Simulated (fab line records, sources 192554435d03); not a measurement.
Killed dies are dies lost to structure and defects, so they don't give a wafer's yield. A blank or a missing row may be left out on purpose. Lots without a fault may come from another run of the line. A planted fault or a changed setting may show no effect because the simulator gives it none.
Split-lot experiment | flow n5_finfet | 7 lots, 39 wafers read, on a route of 1938 steps

THE SPLIT
At N5_MOL_CONTACT_COAG_SPUTTER_143 (material Co, target thk 2.5 nm), the setting target_thk_a was moved away from the recipe's 25 angstrom on 15 of the 39 wafers read, by -30.2% to +25.0%. The other wafers ran this setting at the recipe's value.

The reading is taken at the split's own step.

THE READING
Co_of_MOL_CONTACT_COAG_SPUTTER_143.thk_nm (the simulator's own value, which no gauge read), in nm, at N5_MOL_CONTACT_COAG_SPUTTER_143 (material Co, target thk 2.5 nm). The file gives no usual value for it. The 24 wafers here that ran the recipe average 2.6 nm, standard deviation 0.1 nm.

wafer  | tool, chamber at the split | target_thk_a as run, angstrom | against the recipe | Co_of_MOL_CONTACT_COAG_SPUTTER_143.thk_nm, nm | against lot-mates on the recipe
L075.1 | pvd_sputter-02, -          | 25                            | recipe             | 2.6                                           | -
L075.5 | pvd_sputter-02, -          | 25                            | recipe             | 2.6                                           | -
L075.2 | pvd_sputter-02, -          | 18.46                         | -26.2%             | 2                                             | -0.5
L075.3 | pvd_sputter-02, -          | 18.46                         | -26.2%             | 2                                             | -0.5
L075.4 | pvd_sputter-02, -          | 18.46                         | -26.2%             | 2                                             | -0.5
L075.6 | pvd_sputter-02, -          | 25                            | recipe             | 2.4                                           | -
L077.1 | pvd_sputter-02, -          | 25                            | recipe             | 2.6                                           | -
L077.2 | pvd_sputter-02, -          | 25                            | recipe             | 2.6                                           | -
L077.3 | pvd_sputter-02, -          | 25                            | recipe             | 2.4                                           | -
L077.4 | pvd_sputter-02, -          | 17.45                         | -30.2%             | 1.8                                           | -0.7
L077.5 | pvd_sputter-02, -          | 17.45                         | -30.2%             | 1.8                                           | -0.7
L077.6 | pvd_sputter-02, -          | 17.45                         | -30.2%             | 1.8                                           | -0.7
L082.1 | pvd_sputter-03, -          | 25                            | recipe             | 2.6                                           | -
L082.5 | pvd_sputter-03, -          | 25                            | recipe             | 2.6                                           | -
L082.2 | pvd_sputter-03, -          | 25                            | recipe             | 2.4                                           | -
L085.1 | pvd_sputter-03, -          | 25                            | recipe             | 2.6                                           | -
L085.2 | pvd_sputter-03, -          | 25                            | recipe             | 2.6                                           | -
L085.3 | pvd_sputter-03, -          | 25                            | recipe             | 2.6                                           | -
L085.4 | pvd_sputter-03, -          | 25                            | recipe             | 2.6                                           | -
L085.5 | pvd_sputter-03, -          | 25                            | recipe             | 2.6                                           | -
L085.6 | pvd_sputter-03, -          | 25                            | recipe             | 2.8                                           | -
L089.1 | pvd_sputter-03, -          | 18.78                         | -24.9%             | 1.8                                           | -0.8
L089.2 | pvd_sputter-03, -          | 25                            | recipe             | 2.6                                           | -
L089.3 | pvd_sputter-03, -          | 25                            | recipe             | 2.6                                           | -
L089.6 | pvd_sputter-03, -          | 25                            | recipe             | 2.6                                           | -
L089.4 | pvd_sputter-03, -          | 18.78                         | -24.9%             | 2                                             | -0.6
L089.5 | pvd_sputter-03, -          | 18.78                         | -24.9%             | 2.2                                           | -0.4
L095.1 | pvd_sputter-02, -          | 29.04                         | +16.2%             | 2.8                                           | +0.3
L095.2 | pvd_sputter-02, -          | 29.04                         | +16.2%             | 2.8                                           | +0.3
L095.5 | pvd_sputter-02, -          | 29.04                         | +16.2%             | 2.8                                           | +0.3
L095.3 | pvd_sputter-02, -          | 25                            | recipe             | 2.4                                           | -
L095.4 | pvd_sputter-02, -          | 25                            | recipe             | 2.4                                           | -
L095.6 | pvd_sputter-02, -          | 25                            | recipe             | 2.6                                           | -
L096.1 | pvd_sputter-02, -          | 25                            | recipe             | 2.6                                           | -
L096.4 | pvd_sputter-02, -          | 25                            | recipe             | 2.6                                           | -
L096.2 | pvd_sputter-02, -          | 31.26                         | +25.0%             | 3.2                                           | +0.7
L096.3 | pvd_sputter-02, -          | 31.26                         | +25.0%             | 3.2                                           | +0.7
L096.5 | pvd_sputter-02, -          | 31.26                         | +25.0%             | 3.2                                           | +0.7
L096.6 | pvd_sputter-02, -          | 25                            | recipe             | 2.4                                           | -

THE FIT
A straight line over all 39 wafers: Co_of_MOL_CONTACT_COAG_SPUTTER_143.thk_nm changes by +0.0229 nm for each +1% of target_thk_a; r = +0.96; the points scatter about the line by 0.1 nm.
The same after taking each lot's own level away (the mean of its wafers on the recipe; 39 wafers): +0.0236 nm for each +1%; r = +0.97; scatter 0.089 nm.
On that fit, the largest move of target_thk_a shifts the reading by 0.71 nm.
The lots' own levels span 2.47 to 2.63 nm, that is 1.7 times the standard deviation above.
So the lot-to-lot level changes the slope little: the two slopes agree.
Check: with one of the wafers moved furthest among these (-30.2%) left out of the fit, the line predicts -0.705 nm for it against its lot-mates. It came out at -0.733 nm against them.

OTHER SPLITS ON THESE WAFERS
These wafers also went through other splits before the reading. Each is held against what the fit with the lots' levels taken away leaves over:
other split on the same wafers        | wafers away from the commonest value | r with Co_of_MOL_CONTACT_COAG_SPUTTER_143.thk_nm (lot level and that fit taken away)
N5_FIN_SAQP_DEVELOP_15 develop_time_s | 15                                   | -0.08
N5_SD_EPI_N_EPI_21 epi_growth_time_s  | 9                                    | +0.03
N5_HKMG_FIN_DESCUM_53 time_s          | 15                                   | -0.04

THE FILE'S OWN FIT
Co_of_MOL_CONTACT_COAG_SPUTTER_143.thk_nm changes by +0.0236 nm for each +1% of target_thk_a, r = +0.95.
